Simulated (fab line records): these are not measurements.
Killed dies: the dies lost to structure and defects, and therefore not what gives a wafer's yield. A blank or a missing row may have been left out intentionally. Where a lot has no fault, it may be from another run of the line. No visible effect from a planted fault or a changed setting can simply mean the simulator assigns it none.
Matching of chambers :: flow nandHarc :: rieDiel-05 running NHARC_A_STAIRCASE_TRIM_187: 4 sister chambers
The step chemistry O2, time 211.2 s. 4 wafers are shown with their chamber, then 9 later ones without.

EACH WAFER AND ITS CHAMBER
wafer: L086.1
chamber: 1
showerheadPlenumPTorr (Torr): 3.70

wafer: L088.1
chamber: 3
showerheadPlenumPTorr (Torr): 3.41

wafer: L088.3
chamber: 2
showerheadPlenumPTorr (Torr): 3.44

wafer: L088.5
chamber: 0
showerheadPlenumPTorr (Torr): 3.38

WAFERS WITH NO CHAMBER GIVEN
wafer: L090.2
showerheadPlenumPTorr (Torr): 3.38

wafer: L090.3
showerheadPlenumPTorr (Torr): 3.41

wafer: L090.6
showerheadPlenumPTorr (Torr): 3.41

wafer: L089.1
showerheadPlenumPTorr (Torr): 3.38

wafer: L089.4
showerheadPlenumPTorr (Torr): 3.44

wafer: L089.5
showerheadPlenumPTorr (Torr): 3.41

wafer: L097.1
showerheadPlenumPTorr (Torr): 3.37

wafer: L097.5
showerheadPlenumPTorr (Torr): 3.37

wafer: L097.6
showerheadPlenumPTorr (Torr): 3.69

THE CHAMBER EACH PASSED THROUGH
wafer: L090.2
from the rows above: 0
in truth: 0

wafer: L090.3
from the rows above: 3
in truth: 3

wafer: L090.6
from the rows above: 3
in truth: 3

wafer: L089.1
from the rows above: 0
in truth: 0

wafer: L089.4
from the rows above: 2
in truth: 2

wafer: L089.5
from the rows above: 3
in truth: 3

wafer: L097.1
from the rows above: 0
in truth: 0

wafer: L097.5
from the rows above: 0
in truth: 0

wafer: L097.6
from the rows above: 1
in truth: 1
Correctly placed: 9 of 9. Number that these rows cannot place: 0. 0 placed wrongly.
How it was worked out, from the rows above alone: a wafer's distance from a chamber is the root of the sum, over the readings, of the square of ((its reading less the chamber's mean) divided by the reading's scatter). If the next closest chamber is less than 2 further off than the closest, the wafer can't be placed; otherwise it belongs to the closest. A chamber's mean is the mean of its shown wafers. The scatter: with one shown wafer a chamber, the root of the mean of the squares of how far each hidden wafer lies from its nearest shown one.
